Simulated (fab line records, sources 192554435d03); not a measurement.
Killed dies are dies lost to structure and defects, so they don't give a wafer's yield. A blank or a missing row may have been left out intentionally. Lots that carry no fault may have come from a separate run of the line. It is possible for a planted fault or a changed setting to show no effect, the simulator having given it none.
fab line records	flow n5_finfet
record lots=11	wafers=32	last_day=17
route steps=1938 shown BEOL_M8@1394 BEOL_M9@1402 PASSIVATION@1936
lots that met no fault: from a run of the same line without faults
start_h: the number of hours between the record's first day and the start of the first shown wafer of the lot	wait_h: hours since the lot's step before	" as in the row above	L1.1+2: a row that stands for several wafers	- no value, or no start given	* or withheld: withheld	< > ~ a bound
route shown NAME@n: names a module that has steps shown in the file, with the first one's number in the route	usual: average and standard deviation across the fault-free wafers	same: alike in all rows	chamber/n: place in a boat	sites: the reading at each site	_std_site: standard deviation across them	_edge_site: mean of outer sites minus mean of inner sites	radius_mm: how far each site lies from the wafer's centre	mask NAME#n: copy n	behind: tool/chamber where the wafer was last shaped	hold: the reason the lot was held/the length of the hold in hours/how it ended	device: whichever transistor did not switch (one of n, p or np)	end of line: tests of these same wafers at the route's end	a step without rows: its recipe alone	killed: at the first sort, the dies lost to defects and structure; wafer yield is something else	map: a wafer's dies, x killed, . not, _ none there
set.NAME: the setting the step ran with; set.NAME@STEP: the setting that earlier step ran with	model.NAME: the simulator's own value behind a step, which no gauge read
steps of the route over a sample of lots; a table a step, a row a wafer
services: a tool's chamber out of use, with start hour (start_h, from the record's first day; less than 0 if before it), hours out, and reason
## steps
# step N5_BEOL_M8_ANNEAL_51
# recipe temp_c=225	time_s=90	ambient=N2
# usual wafer_temp_C_max=226.2/0.47
lot.wafer	tool	chamber	start_h	wait_h	wafer_temp_C_max
L162.1	rtp_anneal-01	0	201.54	0.3	226.4
L162.2	"	0	"	"	226.4
L162.3	"	0	"	"	226.6
L163.2	rtp_anneal-02	0	206.85	0.1	225.5
L163.3	"	0	"	"	225.7
L163.6	"	0	"	"	225.9
L164.2	rtp_anneal-02	0	215.65	0.2	226.1
L164.5	"	0	"	"	225.9
L164.6	"	0	"	"	225.6
L165.1	rtp_anneal-01	0	215.71	0.1	226.8
L165.2	"	0	"	"	226.1
L165.5	"	0	"	"	226.8
L171.3	rtp_anneal-01	0	254.02	0.1	226.4
L171.4	"	0	"	"	226.4
L171.5	"	0	"	"	226.2
L175.4	rtp_anneal-02	0	276.53	0.2	225.5
L175.5	"	0	"	"	225.9
L175.6	"	0	"	"	225.8
L176.2	rtp_anneal-02	0	284.36	0.3	225.7
L176.4	"	0	"	"	225.8
L176.6	"	0	"	"	225.5
L179.1	rtp_anneal-02	0	308.50	0.1	225.7
L179.4	"	0	"	"	225.9
L179.5	"	0	"	"	226.0
L180.1	rtp_anneal-01	0	312.16	0.2	226.6
L180.2	"	0	"	"	227.2
L182.4	rtp_anneal-02	0	321.57	0.5	225.7
L182.5	"	0	"	"	225.8
L182.6	"	0	"	"	225.8
L185.3	rtp_anneal-02	0	336.43	0.1	225.9
L185.4	"	0	"	"	225.6
L185.6	"	0	"	"	225.7
# step N5_BEOL_M9_CURE_71
# recipe temp_c=385	time_s=240	ambient=He/Ar	material=SiCOH_lowk
# usual lamp_power_pct=52.32/0.053	wafer_temp_C_max=386.9/0.69
lot.wafer	tool	chamber	start_h	wait_h	lamp_power_pct	wafer_temp_C_max
L162.1	uv_cure-01	2	202.45	0.1	52.28	386.3
L162.2	"	2	"	"	52.30	386.1
L162.3	"	2	"	"	52.31	386.8
L163.2	uv_cure-01	0	208.13	0.5	52.25	387.1
L163.3	"	0	"	"	52.43	387.9
L163.6	"	0	"	"	52.38	387.2
L164.2	uv_cure-01	2	216.55	0.1	52.33	386.2
L164.5	"	2	"	"	52.29	385.7
L164.6	"	2	"	"	52.35	386.9
L165.1	uv_cure-03	2	216.66	0.1	52.25	387.4
L165.2	"	2	"	"	52.39	386.7
L165.5	"	2	"	"	52.39	386.8
L171.3	uv_cure-02	2	254.98	0.2	52.27	387.0
L171.4	"	2	"	"	52.35	386.9
L171.5	"	2	"	"	52.28	388.0
L175.4	uv_cure-02	2	278.81	0.3	52.24	387.8
L175.5	"	2	"	"	52.33	386.6
L175.6	"	2	"	"	52.33	388.3
L176.2	uv_cure-02	1	285.26	0.1	52.34	388.6
L176.4	"	1	"	"	52.38	387.8
L176.6	"	1	"	"	52.23	387.8
L179.1	uv_cure-03	1	309.40	0.0	52.32	386.5
L179.4	"	1	"	"	52.31	386.7
L179.5	"	1	"	"	52.36	386.0
L180.1	uv_cure-03	0	313.03	0.0	52.42	386.5
L180.2	"	0	"	"	52.28	386.6
L182.4	uv_cure-02	2	322.78	0.5	52.35	387.7
L182.5	"	2	"	"	52.30	387.3
L182.6	"	2	"	"	52.44	387.8
L185.3	uv_cure-02	1	337.49	0.2	52.32	387.4
L185.4	"	1	"	"	52.35	387.1
L185.6	"	1	"	"	52.37	387.5
# step N5_BEOL_M9_THK_MEAS_01
# recipe reads=SiCOH_lowk_of_BEOL_M9_ILD_DEP_00
# usual M9_ILD_THK=266/3.3
lot.wafer	tool	chamber	start_h	wait_h	M9_ILD_THK[nm]
L162.1	film_metro-02	-	202.96	0.4	266
L162.2	"	-	"	"	267
L162.3	"	-	"	"	270
L163.2	film_metro-01	-	208.56	0.4	261
L163.3	"	-	"	"	266
L163.6	"	-	"	"	265
L164.2	film_metro-02	-	216.98	0.4	266
L164.5	"	-	"	"	270
L164.6	"	-	"	"	268
L165.1	film_metro-01	-	217.17	0.4	261
L165.2	"	-	"	"	263
L165.5	"	-	"	"	267
L171.3	film_metro-02	-	255.33	0.3	264
L171.4	"	-	"	"	269
L171.5	"	-	"	"	268
L175.4	film_metro-01	-	279.08	0.2	268
L175.5	"	-	"	"	270
L175.6	"	-	"	"	264
L176.2	film_metro-02	-	285.69	0.4	268
L176.4	"	-	"	"	267
L176.6	"	-	"	"	267
L179.1	film_metro-02	-	309.92	0.4	266
L179.4	"	-	"	"	270
L179.5	"	-	"	"	273
L180.1	film_metro-01	-	313.54	0.4	261
L180.2	"	-	"	"	261
L182.4	film_metro-02	-	323.29	0.4	268
L182.5	"	-	"	"	269
L182.6	"	-	"	"	269
L185.3	film_metro-01	-	337.84	0.3	269
L185.4	"	-	"	"	270
L185.6	"	-	"	"	268
# step N5_BEOL_M9_ETCH_61
# recipe chemistry=CF4	target=SiARC	target_depth_a=390	mask_material=CAR-ArF	time_s=65	ion_energy_ev=80	pressure_mtorr=40	source_w=545	bias_w=36	Ar_flow_sccm=100	cf4_flow_sccm=100	ends=cleared
# usual bias_w=35.99/0.1	cf4_flow_sccm=99.96/0.29	drypump_motor_current_A=5.7/0.32	etch_rf_on_time_s=64.2/1.7	oes_product_au=0.64/0.057	rf_vpp_V=184.0/1.1	showerhead_plenum_p_Torr=2.14/0.067	throttle_valve_pct=15.74/0.18
lot.wafer	tool	chamber	start_h	wait_h	bias_w	cf4_flow_sccm	drypump_motor_current_A	etch_rf_on_time_s	oes_product_au	rf_hours_counter_h	rf_vpp_V	showerhead_plenum_p_Torr	throttle_valve_pct
L162.1	rie_diel-05	3	205.24	0.0	36.06	99.70	6.1	66.9	0.75	20	185.4	2.27	15.60
L162.2	"	0	"	"	35.99	99.73	5.8	61.3	0.66	153	183.1	2.07	15.95
L162.3	"	1	"	"	35.97	99.58	5.7	65.1	0.62	168	184.3	2.13	15.36
L163.2	rie_diel-05	0	209.34	0.0	36.14	99.70	5.8	61.5	0.66	154	183.1	2.07	15.95
L163.3	"	3	"	"	36.08	99.85	6.1	67.8	0.74	21	185.9	2.27	15.63
L163.6	"	3	"	"	35.98	100.19	6.1	68.0	0.74	-	185.8	2.27	15.62
L164.2	rie_diel-03	3	218.97	0.0	36.08	99.79	5.2	64.3	0.63	190	183.2	2.14	15.75
L164.5	"	1	"	"	36.13	99.90	6.2	62.5	0.61	-	183.6	2.05	15.84
L164.6	"	3	"	"	36.10	99.76	5.2	64.2	0.63	-	183.9	2.14	15.76
L165.1	rie_diel-05	0	219.17	0.0	35.89	100.01	5.9	61.2	0.65	157	185.0	2.07	15.94
L165.2	"	3	"	"	35.87	99.72	6.1	67.3	0.74	24	186.3	2.27	15.63
L165.5	"	3	"	"	35.86	99.79	6.1	67.2	0.74	-	184.5	2.27	15.63
L171.3	rie_diel-03	1	258.07	0.0	35.91	99.29	6.2	62.9	0.60	218	183.1	2.04	15.89
L171.4	"	2	"	"	36.15	100.02	5.5	65.0	0.76	19	186.5	2.28	15.45
L171.5	"	3	"	"	36.10	100.07	5.2	63.3	0.63	-	184.5	2.14	15.76
L175.4	rie_diel-06	0	281.68	0.0	35.92	100.40	5.8	64.5	0.61	180	184.8	2.14	15.93
L175.5	"	0	"	"	35.96	99.69	5.8	64.4	0.62	-	183.9	2.14	15.94
L175.6	"	3	"	"	35.95	99.55	5.8	63.2	0.74	-	183.9	2.16	15.74
L176.2	rie_diel-05	1	286.81	0.0	35.82	100.18	5.7	64.6	0.61	196	184.1	2.12	15.43
L176.4	"	0	"	"	36.10	100.21	5.8	73.4	0.58	181	183.7	2.06	16.01
L176.6	"	1	"	"	35.92	100.04	5.7	64.5	0.61	-	184.1	2.12	15.43
L179.1	rie_diel-05	1	312.51	0.0	35.87	100.15	5.7	64.4	0.60	205	183.8	2.12	15.44
L179.4	"	0	"	"	36.22	99.78	5.8	73.4	0.58	189	183.2	2.06	16.01
L179.5	"	1	"	"	36.03	99.62	5.7	77.0	0.54	-	184.4	2.12	15.46
L180.1	rie_diel-03	2	316.04	0.0	36.09	99.51	5.6	63.4	0.74	37	185.8	2.27	15.50
L180.2	"	1	"	"	35.92	100.04	6.2	62.6	0.59	236	181.7	2.04	15.92
L182.4	rie_diel-03	1	328.17	0.0	35.99	99.90	6.2	63.2	0.58	240	181.0	2.04	15.93
L182.5	"	0	"	"	35.99	100.32	5.4	65.3	0.58	-	184.5	2.11	15.85
L182.6	"	3	"	"	35.81	100.08	5.2	63.8	0.61	-	184.4	2.13	15.82
L185.3	rie_diel-03	1	339.29	0.0	35.97	100.49	6.2	63.3	0.58	243	181.3	2.04	15.95
L185.4	"	0	"	"	36.04	99.44	5.4	65.3	0.59	249	182.4	2.11	15.87
L185.6	"	3	"	"	36.07	100.16	5.2	62.9	0.61	-	182.9	2.13	15.83
# step N5_PASSIVATION_PROBE_49
# usual defect_limited_yield=91.1/1.4	killed_at_M0_to_M3=33/9.1	killed_at_M4_up=14/5.6	killed_at_contacts=13/5.7	killed_at_front_end=42/12	killed_at_other=4/3	killed_dies=105/16	killed_on_rim=13/4	killed_open=69/11	killed_short=34/7.5	sort_bin_4_leakage=0.00/0.0072	sort_bin_5_function=5.2/0.91	sort_bin_6_memory=3.3/0.64	sort_bin_8_speed=0.0/0.37	sort_n_pass=1075/16	sort_yield_pct=91.1/1.4
# same gross_dies=1180	killed_at_back_side=0
lot.wafer	tool	chamber	start_h	wait_h	defect_limited_yield[%]	killed_at_M0_to_M3	killed_at_M4_up	killed_at_contacts	killed_at_front_end	killed_at_other	killed_dies	killed_on_rim	killed_open	killed_short	sort_bin_4_leakage[%]	sort_bin_5_function[%]	sort_bin_6_memory[%]	sort_bin_8_speed[%]	sort_n_pass	sort_yield_pct[%]
L162.1	prober-02	-	262.73	0.0	90.3	28	19	11	54	2	114	14	73	37	0	5.4	3.6	0	1066	90.3
L162.2	prober-02	-	262.78	0.1	91.6	28	24	12	33	2	99	10	66	28	0	4.5	3.6	0	1081	91.6
L162.3	prober-02	-	262.83	0.1	91.5	29	13	6	51	1	100	9	66	33	0	4.4	3.8	0	1080	91.5
L163.2	prober-02	-	263.52	0.1	91.1	22	12	19	48	4	105	12	65	35	0	5.0	3.8	0	1075	91.1
L163.3	prober-02	-	263.57	0.1	91.3	27	6	17	48	5	103	9	62	40	0	5.7	2.5	0	1077	91.3
L163.6	prober-02	-	263.72	0.3	93.0	25	9	14	30	5	83	7	54	29	0	3.7	3.0	0	1097	93.0
L165.1	prober-01	-	274.06	0.0	88.2	60	13	15	51	0	139	21	90	48	0	7.0	4.5	0	1041	88.2
L165.2	prober-01	-	274.11	0.1	90.8	50	12	5	40	1	108	8	67	40	0	5.4	3.2	0	1072	90.8
L165.5	prober-01	-	274.26	0.2	90.3	46	10	16	39	4	115	18	71	39	0	5.2	4.2	0	1065	90.3
L164.2	prober-02	-	281.85	0.1	90.8	31	15	31	26	5	108	11	73	33	0	5.6	3.5	0	1072	90.8
L164.5	prober-02	-	282.00	0.2	92.6	26	21	11	24	5	87	15	59	23	0	4.3	3.0	0	1093	92.6
L164.6	prober-02	-	282.05	0.3	92.0	25	24	11	29	5	94	17	64	30	0	4.8	2.9	0	1086	92.0
L171.3	prober-02	-	310.98	0.1	91.1	52	15	13	20	5	105	18	68	36	0	5.2	3.6	0	1075	91.1
L171.4	prober-02	-	311.03	0.2	92.1	29	12	11	37	4	93	12	51	39	0	4.4	3.1	0	1087	92.1
L171.5	prober-02	-	311.08	0.2	93.8	27	12	11	23	0	73	7	53	20	0	3.7	2.2	0	1107	93.8
L175.4	prober-02	-	341.60	0.2	90.7	28	14	14	51	3	110	20	71	39	0	5.4	3.6	0	1070	90.7
L175.5	prober-02	-	341.65	0.2	93.1	26	8	10	35	3	82	8	51	31	0.08	4.3	2.5	0	1097	93.0
L175.6	prober-02	-	341.70	0.3	92.1	30	11	7	45	0	93	20	61	25	0	4.2	2.8	0	1087	92.1
L176.2	prober-01	-	344.75	0.1	88.7	27	8	24	67	7	133	17	87	45	0	6.7	4.1	0.1	1046	88.6
L176.4	prober-01	-	344.85	0.2	90.2	31	7	32	44	2	116	19	90	25	0	6.0	3.6	0	1064	90.2
L176.6	prober-01	-	344.95	0.3	88.7	24	17	28	62	2	133	16	95	37	0	7.1	3.8	0	1047	88.7
L179.1	prober-01	-	368.26	0.0	95.0	27	9	1	18	4	59	10	31	27	0	3.5	1.4	0	1121	95.0
L179.4	prober-01	-	368.41	0.2	89.1	37	19	11	51	11	129	11	88	24	0	5.7	3.6	0	1051	89.1
L179.5	prober-01	-	368.46	0.2	92.4	21	17	14	36	2	90	8	54	25	0	4.2	2.3	0	1090	92.4
L180.1	prober-01	-	378.24	0.0	90.8	33	18	3	46	8	108	19	72	36	0	4.7	4.1	0	1072	90.8
L180.2	prober-01	-	378.29	0.1	89.9	40	17	11	46	5	119	9	78	39	0	5.7	3.9	0.1	1061	89.9
L182.4	prober-01	-	382.69	0.2	91.3	25	21	8	47	2	103	10	59	42	0	4.5	3.5	0	1077	91.3
L182.5	prober-01	-	382.74	0.2	90.9	30	16	11	50	0	107	12	62	42	0	5.8	3.1	0	1073	90.9
L182.6	prober-01	-	382.79	0.3	90.2	45	14	15	41	1	116	18	73	38	0	5.6	4.0	0	1064	90.2
L185.3	prober-01	-	410.74	0.1	89.2	23	13	17	65	10	128	16	79	42	0	6.4	3.9	0	1052	89.2
L185.4	prober-01	-	410.79	0.2	90.7	31	8	17	48	6	110	12	67	39	0	5.1	3.6	0	1070	90.7
L185.6	prober-01	-	410.89	0.3	91.0	31	9	12	50	4	106	12	65	37	0	4.9	3.8	0	1074	91.0
# killed by level:class
L162.1 FIN_SAQP:geometric_particle:open=15 STI_FIN_REVEAL:geometric_particle:open=13 BEOL_M3:geometric_particle:open=10 FIN_SAQP:geometric_particle:short=8 MOL_CONTACT_COAG:geometric_particle:open=7 BEOL_M4:geometric_particle:open=5 BEOL_M0_SAQP:geometric_particle:open=5 MOL_CONTACT_COAG:geometric_particle:short=4
L162.2 BEOL_M4:geometric_particle:open=15 FIN_SAQP:geometric_particle:open=10 BEOL_M3:geometric_particle:open=10 FIN_SAQP:geometric_particle:short=8 MOL_CONTACT_COAG:geometric_particle:open=8 GATE_CUT:geometric_particle:short=5 BEOL_M2:geometric_particle:open=5 MOL_CONTACT_COAG:geometric_particle:short=4
L162.3 FIN_SAQP:geometric_particle:short=14 BEOL_M3:geometric_particle:open=13 FIN_SAQP:geometric_particle:open=11 BEOL_M4:geometric_particle:open=8 BEOL_M2:geometric_particle:open=7 MOL_CONTACT_COAG:geometric_particle:open=5 STI_FIN_REVEAL:geometric_particle:open=5 GATE_CUT:geometric_particle:short=5
L163.2 FIN_SAQP:geometric_particle:open=15 MOL_CONTACT_COAG:geometric_particle:open=15 FIN_SAQP:geometric_particle:short=9 BEOL_M0_SAQP:geometric_particle:short=6 STI_FIN_REVEAL:geometric_particle:open=5 BEOL_M0_SAQP:geometric_particle:open=4 BEOL_M1:geometric_particle:open=4 STI_FIN_REVEAL:geometric_particle:short=3
L163.3 MOL_CONTACT_COAG:geometric_particle:open=13 FIN_SAQP:geometric_particle:open=11 BEOL_M0_SAQP:geometric_particle:open=11 GATE_CUT:geometric_particle:short=10 FIN_SAQP:geometric_particle:short=8 BEOL_M0_SAQP:geometric_particle:short=6 GATE_CUT:geometric_particle:open=5 STI_FIN_REVEAL:geometric_particle:open=5
L163.6 MOL_CONTACT_COAG:geometric_particle:open=13 FIN_SAQP:geometric_particle:open=8 BEOL_M0_SAQP:geometric_particle:open=7 FIN_SAQP:geometric_particle:short=5 GATE_CUT:geometric_particle:short=5 BEOL_M0_SAQP:geometric_particle:short=4 BEOL_M2:geometric_particle:short=4 BEOL_M2:geometric_particle:open=4
L165.1 FIN_SAQP:geometric_particle:short=16 BEOL_M3:geometric_particle:open=15 BEOL_M1:geometric_particle:open=13 BEOL_M0_SAQP:geometric_particle:open=11 FIN_SAQP:geometric_particle:open=10 MOL_CONTACT_COAG:geometric_particle:open=9 BEOL_M2:geometric_particle:open=7 MOL_CONTACT_COAG:geometric_particle:short=5
L165.2 BEOL_M1:geometric_particle:open=17 FIN_SAQP:geometric_particle:short=12 BEOL_M3:geometric_particle:open=8 BEOL_M4:geometric_particle:open=8 FIN_SAQP:geometric_particle:open=6 GATE_CUT:geometric_particle:short=6 MOL_CONTACT_COAG:geometric_particle:open=5 BEOL_M1:geometric_particle:short=5
L165.5 BEOL_M1:geometric_particle:open=14 STI_FIN_REVEAL:geometric_particle:open=11 MOL_CONTACT_COAG:geometric_particle:open=11 BEOL_M0_SAQP:geometric_particle:short=8 BEOL_M0_SAQP:geometric_particle:open=6 BEOL_M1:geometric_particle:short=6 BEOL_M4:geometric_particle:open=5 GATE_CUT:geometric_particle:short=5
L164.2 MOL_CONTACT_COAG:geometric_particle:open=23 BEOL_M3:geometric_particle:open=8 MOL_CONTACT_COAG:geometric_particle:short=7 BEOL_M2:geometric_particle:open=6 BEOL_M5:geometric_particle:open=6 GATE_CUT:geometric_particle:short=5 BEOL_M0_SAQP:geometric_particle:open=5 BEOL_M4:geometric_particle:open=4
L164.5 BEOL_M4:geometric_particle:open=11 MOL_CONTACT_COAG:geometric_particle:open=10 BEOL_M3:geometric_particle:open=10 FIN_SAQP:geometric_particle:short=5 FIN_SAQP:geometric_particle:open=4 GATE_CUT:geometric_particle:short=4 BEOL_M1:geometric_particle:open=4 BEOL_M3:geometric_particle:short=3
L164.6 BEOL_M3:geometric_particle:open=14 MOL_CONTACT_COAG:geometric_particle:open=10 FIN_SAQP:geometric_particle:short=5 GATE_CUT:geometric_particle:short=5 BEOL_M2:geometric_particle:open=5 BEOL_M4:geometric_particle:short=5 STARTING-WAFER:geometric_particle:open=5 FIN_SAQP:geometric_particle:open=4
L171.3 BEOL_M2:geometric_particle:open=20 MOL_CONTACT_COAG:geometric_particle:open=12 BEOL_M2:geometric_particle:short=7 BEOL_M3:geometric_particle:open=7 GATE_CUT:geometric_particle:short=6 BEOL_M1:geometric_particle:short=5 BEOL_M0_SAQP:geometric_particle:short=4 BEOL_M1:geometric_particle:open=4
L171.4 MOL_CONTACT_COAG:geometric_particle:open=10 STARTING-WAFER:geometric_particle:short=8 BEOL_M3:geometric_particle:open=7 BEOL_M2:geometric_particle:open=6 GATE_CUT:geometric_particle:short=5 BEOL_M0:geometric_particle:open=5 BEOL_M4:geometric_particle:open=5 BEOL_M4:geometric_particle:short=4
L171.5 MOL_CONTACT_COAG:geometric_particle:open=8 BEOL_M4:geometric_particle:open=8 FIN_SAQP:geometric_particle:open=5 BEOL_M0_SAQP:geometric_particle:open=5 BEOL_M3:geometric_particle:open=5 BEOL_M1:geometric_particle:open=4 BEOL_M2:geometric_particle:open=4 BEOL_M3:geometric_particle:short=4
L175.4 MOL_CONTACT_COAG:geometric_particle:open=13 DUMMY_GATE:geometric_particle:open=9 FIN_SAQP:geometric_particle:short=8 STI_FIN_REVEAL:geometric_particle:open=6 BEOL_M0_SAQP:geometric_particle:short=6 BEOL_M1:geometric_particle:open=6 BEOL_M3:geometric_particle:open=6 FIN_SAQP:geometric_particle:open=5
L175.5 MOL_CONTACT_COAG:geometric_particle:open=8 DUMMY_GATE:geometric_particle:open=6 BEOL_M0_SAQP:geometric_particle:short=6 STI_FIN_REVEAL:geometric_particle:open=5 GATE_CUT:geometric_particle:short=5 BEOL_M0_SAQP:geometric_particle:open=5 BEOL_M2:geometric_particle:open=4 BEOL_M3:geometric_particle:open=4
L175.6 BEOL_M3:geometric_particle:open=12 GATE_CUT:geometric_particle:short=8 DUMMY_GATE:geometric_particle:open=6 MOL_CONTACT_COAG:geometric_particle:open=6 BEOL_M2:geometric_particle:open=6 HKMG_FIN:area_etch=6 FIN_SAQP:geometric_particle:open=5 FIN_SAQP:geometric_particle:short=5
L176.2 STI_FIN_REVEAL:geometric_particle:open=22 MOL_CONTACT_COAG:geometric_particle:open=17 FIN_SAQP:geometric_particle:open=15 BEOL_M3:geometric_particle:open=12 STI_FIN_REVEAL:geometric_particle:short=8 MOL_CONTACT_COAG:geometric_particle:short=7 FIN_SAQP:geometric_particle:short=6 GATE_CUT:geometric_particle:short=5
L176.4 MOL_CONTACT_COAG:geometric_particle:open=23 STI_FIN_REVEAL:geometric_particle:open=17 BEOL_M3:geometric_particle:open=15 FIN_SAQP:geometric_particle:open=10 MOL_CONTACT_COAG:geometric_particle:short=8 DUMMY_GATE:geometric_particle:open=5 BEOL_M0_SAQP:geometric_particle:short=5 BEOL_M4:geometric_particle:open=5
L176.6 STI_FIN_REVEAL:geometric_particle:open=23 MOL_CONTACT_COAG:geometric_particle:open=20 FIN_SAQP:geometric_particle:short=13 BEOL_M4:geometric_particle:open=10 FIN_SAQP:geometric_particle:open=9 MOL_CONTACT_COAG:geometric_particle:short=8 BEOL_M3:geometric_particle:open=7 BEOL_M0_SAQP:geometric_particle:open=7
L179.1 BEOL_M0_SAQP:geometric_particle:short=7 BEOL_M3:geometric_particle:open=7 FIN_SAQP:geometric_particle:short=6 BEOL_M1:geometric_particle:open=4 FIN_SAQP:geometric_particle:open=2 ILD0:geometric_particle:open=2 GATE_CUT:geometric_particle:open=2 BEOL_M1:geometric_particle:short=2
L179.4 STI_FIN_REVEAL:geometric_particle:open=17 HKMG_FIN:area_etch=17 MOL_CONTACT_COAG:geometric_particle:open=10 BEOL_M0_SAQP:geometric_particle:open=8 BEOL_M1:geometric_particle:open=8 BEOL_M4:geometric_particle:open=8 BEOL_M5:geometric_particle:open=7 BEOL_M3:geometric_particle:open=6
L179.5 MOL_CONTACT_COAG:geometric_particle:open=11 HKMG_FIN:area_etch=11 BEOL_M4:geometric_particle:open=7 BEOL_M0_SAQP:geometric_particle:open=5 GATE_CUT:geometric_particle:short=4 BEOL_M2:geometric_particle:open=4 STARTING-WAFER:geometric_particle:short=4 FIN_SAQP:geometric_particle:open=3
L180.1 STI_FIN_REVEAL:geometric_particle:open=12 BEOL_M0_SAQP:geometric_particle:short=12 BEOL_M0_SAQP:geometric_particle:open=11 BEOL_M4:geometric_particle:open=10 FIN_SAQP:geometric_particle:short=9 FIN_SAQP:geometric_particle:open=6 BEOL_M3:geometric_particle:open=5 PASS1_CAP:geometric_particle:open=4
L180.2 BEOL_M4:geometric_particle:open=13 STI_FIN_REVEAL:geometric_particle:open=10 BEOL_M3:geometric_particle:open=10 FIN_SAQP:geometric_particle:short=9 FIN_SAQP:geometric_particle:open=9 MOL_CONTACT_COAG:geometric_particle:open=9 BEOL_M0_SAQP:geometric_particle:short=8 BEOL_M0_SAQP:geometric_particle:open=7
L182.4 STI_FIN_REVEAL:geometric_particle:open=12 BEOL_M4:geometric_particle:open=10 FIN_SAQP:geometric_particle:short=9 MOL_CONTACT_COAG:geometric_particle:open=7 BEOL_M3:geometric_particle:open=7 FIN_SAQP:geometric_particle:open=5 ILD0:geometric_particle:short=5 GATE_CUT:geometric_particle:short=5
L182.5 FIN_SAQP:geometric_particle:short=9 STI_FIN_REVEAL:geometric_particle:open=9 MOL_CONTACT_COAG:geometric_particle:open=8 BEOL_M4:geometric_particle:short=7 STARTING-WAFER:geometric_particle:open=7 BEOL_M0_SAQP:geometric_particle:short=6 GATE_CUT:geometric_particle:short=6 BEOL_M2:geometric_particle:open=6
L182.6 MOL_CONTACT_COAG:geometric_particle:open=13 STI_FIN_REVEAL:geometric_particle:open=12 BEOL_M0_SAQP:geometric_particle:open=12 BEOL_M0_SAQP:geometric_particle:short=11 GATE_CUT:geometric_particle:short=6 BEOL_M3:geometric_particle:open=6 FIN_SAQP:geometric_particle:open=4 DUMMY_GATE:geometric_particle:open=4
L185.3 STI_FIN_REVEAL:geometric_particle:open=17 FIN_SAQP:geometric_particle:short=16 FIN_SAQP:geometric_particle:open=13 MOL_CONTACT_COAG:geometric_particle:open=13 BEOL_M4:geometric_particle:open=7 MIM_TOP:geometric_particle:open=5 STI_FIN_REVEAL:geometric_particle:short=4 BEOL_M3:geometric_particle:open=4
L185.4 MOL_CONTACT_COAG:geometric_particle:open=12 FIN_SAQP:geometric_particle:open=10 FIN_SAQP:geometric_particle:short=9 STI_FIN_REVEAL:geometric_particle:open=9 BEOL_M0_SAQP:geometric_particle:open=6 BEOL_M2:geometric_particle:short=5 ILD0:geometric_particle:short=5 BEOL_M1:geometric_particle:open=5
L185.6 FIN_SAQP:geometric_particle:open=14 FIN_SAQP:geometric_particle:short=12 MOL_CONTACT_COAG:geometric_particle:open=10 BEOL_M1:geometric_particle:open=8 BEOL_M2:geometric_particle:open=6 STI_FIN_REVEAL:geometric_particle:open=5 STI_FIN_REVEAL:geometric_particle:short=4 BEOL_M4:geometric_particle:open=4
## services
tool	chamber	start_h	hours	kind
rie_diel-03	2	214.25	38.8	repair
uv_cure-01	-	226.58	28.1	pm
uv_cure-01	-	254.68	1.0	pm
uv_cure-03	-	269.52	7.5	pm
rie_diel-06	0	270.40	9.1	repair
rie_diel-05	2	270.47	12.0	repair
uv_cure-01	-	284.06	7.5	pm
uv_cure-02	-	296.95	4.5	pm
rie_diel-05	3	312.55	6.6	repair
rie_diel-06	2	316.25	-	clean
rie_diel-06	2	316.25	-	consumable_replace:focus_ring
rie_diel-06	2	316.25	14.1	scheduled_down
rie_diel-06	2	316.25	14.1	vent_cycle
rie_diel-05	2	317.23	1.2	repair
rie_diel-03	2	331.22	2.2	repair
## key
first_sign step=N5_BEOL_M9_ETCH_61	reading=etch_rf_on_time_s	direction=up	sigmas=6.1	usual=*	struck=*
effect none on later readings
met_at N5_BEOL_M9_ETCH_61
struck_lots L176,L179
struck_wafers L176.4,L179.4,L179.5
baseline_loss step=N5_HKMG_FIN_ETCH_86	wafers=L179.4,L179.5
not_acting_at N5_BEOL_M8_ANNEAL_51,N5_BEOL_M9_CURE_71,N5_BEOL_M9_THK_MEAS_01
onset_between 219.17 286.81
fault kind=process_parameter_drift	tool=rie_diel-05	chamber=-	onset_h=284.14	steps=N5_BEOL_M9_ETCH_61	channel=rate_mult	offset=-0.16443	shape=step	end_h=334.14	scope=struck_wafers_only
# baseline_loss: these wafers lose ten dies or more at that step, a loss of the line's own and not of a fault; the sort's usual values leave them out
